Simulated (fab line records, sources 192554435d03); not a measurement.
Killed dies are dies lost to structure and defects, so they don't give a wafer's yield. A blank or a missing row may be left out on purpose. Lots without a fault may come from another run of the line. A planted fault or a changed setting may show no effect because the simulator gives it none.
Chamber matching | flow n5_finfet | N5_DUMMY_GATE_ETCH_29 on rie_diel-01: 4 sister chambers
The step etches underlayer in N2/H2, target depth 13 nm. 16 wafers are shown with their chamber, then 8 later ones without.

WAFERS WITH THEIR CHAMBER
wafer  | chamber | showerhead_plenum_p_Torr (Torr) | rf_vpp_V (V) | throttle_valve_pct (%)
L074.3 | 0       | 2.58                            | 526.3        | 17.79
L074.4 | 2       | 2.65                            | 528.0        | 17.98
L074.6 | 1       | 2.50                            | 523.8        | 18.14
L075.1 | 0       | 2.58                            | 526.4        | 17.79
L075.2 | 2       | 2.65                            | 527.3        | 17.98
L075.4 | 1       | 2.50                            | 522.6        | 18.14
L079.3 | 3       | 2.53                            | 523.4        | 18.01
L079.4 | 2       | 2.64                            | 527.7        | 17.98
L079.6 | 0       | 2.58                            | 525.5        | 17.81
L084.2 | 3       | 2.53                            | 524.9        | 18.01
L084.4 | 2       | 2.64                            | 525.8        | 18.01
L084.6 | 3       | 2.53                            | 524.9        | 18.02
L090.1 | 3       | 2.53                            | 524.5        | 18.04
L090.3 | 2       | 2.63                            | 525.8        | 18.04
L090.5 | 1       | 2.49                            | 521.6        | 17.81
L091.1 | 1       | 2.49                            | 523.9        | 17.83

SIGNATURES (means of the wafers above)
reading                  | chamber 0 | chamber 1 | chamber 2 | chamber 3 | scatter within a chamber
showerhead_plenum_p_Torr | 2.5800    | 2.4950    | 2.6420    | 2.5300    | 0.00563
rf_vpp_V                 | 526.067   | 522.975   | 526.920   | 524.425   | 0.912
throttle_valve_pct       | 17.7967   | 17.9800   | 17.9980   | 18.0200   | 0.0941
Rule: a wafer's distance from a chamber is the root of the sum, over the readings, of the square of ((its reading less the chamber's mean) divided by the reading's scatter). The wafer belongs to the nearest chamber; if the next one is less than 2 further off, it can't be placed. The scatter: the root of (the sum of the squares of (reading less its chamber's mean) over the shown wafers, divided by (wafers less chambers)).

WAFERS WITHOUT THEIR CHAMBER
wafer  | showerhead_plenum_p_Torr (Torr) | rf_vpp_V (V) | throttle_valve_pct (%)
L091.2 | 2.63                            | 526.5        | 18.03
L091.4 | 2.49                            | 522.0        | 17.81
L095.1 | 2.49                            | 523.3        | 17.83
L095.2 | 2.52                            | 523.0        | 18.04
L095.4 | 2.63                            | 526.3        | 18.04
L096.4 | 2.57                            | 525.6        | 17.35
L096.5 | 2.57                            | 525.9        | 17.37
L096.6 | 2.49                            | 522.1        | 17.82

WHICH CHAMBER EACH WENT THROUGH
wafer  | from the rows above | in truth
L091.2 | 2                   | 2
L091.4 | 1                   | 1
L095.1 | 1                   | 1
L095.2 | 3                   | 3
L095.4 | 2                   | 2
L096.4 | 0                   | 0
L096.5 | 0                   | 0
L096.6 | 1                   | 1
Placed correctly: 8 of 8. Can't be placed from these rows: 0. Placed wrongly: 0.
